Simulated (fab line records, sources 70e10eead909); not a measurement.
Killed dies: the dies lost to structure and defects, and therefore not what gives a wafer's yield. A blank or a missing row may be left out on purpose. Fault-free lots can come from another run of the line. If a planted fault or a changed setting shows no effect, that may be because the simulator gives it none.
2 desks looking at one fault	flow nand harc	each desk has only its own numbers; what lay behind them comes last

## METROLOGY DESK
Means of the sampled wafers that have a number, per lot and without regard to the tool the lot ran on: this is what the gauges read. Any lot whose mean is over 4 standard deviations away from the usual mean is out of limits and marked OUT; that distance is given in the brackets.
Columns: A = thk nm at NHARC_A_ONON_D1_THK_MEAS_05, usual 998 nm
lot	first seen here	A
L851	day 7 09:20	999
L852	day 7 09:20	1004
L853	day 8 08:19	1002
L854	day 8 08:19	1005
L856	day 8 08:20	984
L855	day 8 17:28	994
L857	day 9 07:22	1012
L858	day 9 07:22	1010
L860	day 10 00:05	981
L861	day 10 05:55	995
L863	day 11 11:18	990
L864	day 11 11:26	1000
L868	day 11 19:05	926 (-6.5) OUT
L873	day 12 22:47	954 (-4.0) OUT
This desk's finding: out of limits on L868, L873; first on L868, day 11 19:05 (thk nm at NHARC_A_ONON_D1_THK_MEAS_05). L851, L852, L853, L854, L856, L855, L857, L858, L860, L861, L863, L864 stayed within limits.

## THE DEFECT DESK
For each lot, the counts of the inspections along the route, averaged over the sampled wafers that have a number. Any lot whose mean is over 4 standard deviations away from the usual mean is out of limits and marked OUT; that distance is given in the brackets.
Columns: A = raw defect count at NHARC_A_SOURCE_PLATE_INSPECT_08, usual 59
lot	first seen here	A
L851	day 7 08:12	52
L852	day 7 08:12	42
L853	day 8 07:10	66
L854	day 8 07:10	30
L856	day 8 07:11	53
L855	day 8 16:01	41
L858	day 9 06:13	99
L857	day 9 06:13	53
L860	day 9 22:56	77
L861	day 10 04:46	78
L863	day 11 09:49	39
L864	day 11 09:49	58
L868	day 11 17:56	64
L873	day 12 21:38	56
This desk found nothing out of limits on any of the 14 lots.

## PUT TOGETHER
An alarm was possible from the metrology desk at day 11 19:05, on L868, L873.
No out-of-limits result turned up at the defect desk.
The defect desk has L868, L873 on record, within its limits.
On pecvd onon-01, each named lot ran NHARC_A_ONON_D1_DEP_03.

## WHAT THE SIMULATOR HAD PUT IN
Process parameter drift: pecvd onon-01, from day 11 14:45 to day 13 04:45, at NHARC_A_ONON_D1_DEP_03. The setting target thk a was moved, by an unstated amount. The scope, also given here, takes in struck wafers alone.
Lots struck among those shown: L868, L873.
Per desk, hours elapsed from the start of the fault to the first reading out of limits: for the metrology desk, 4.
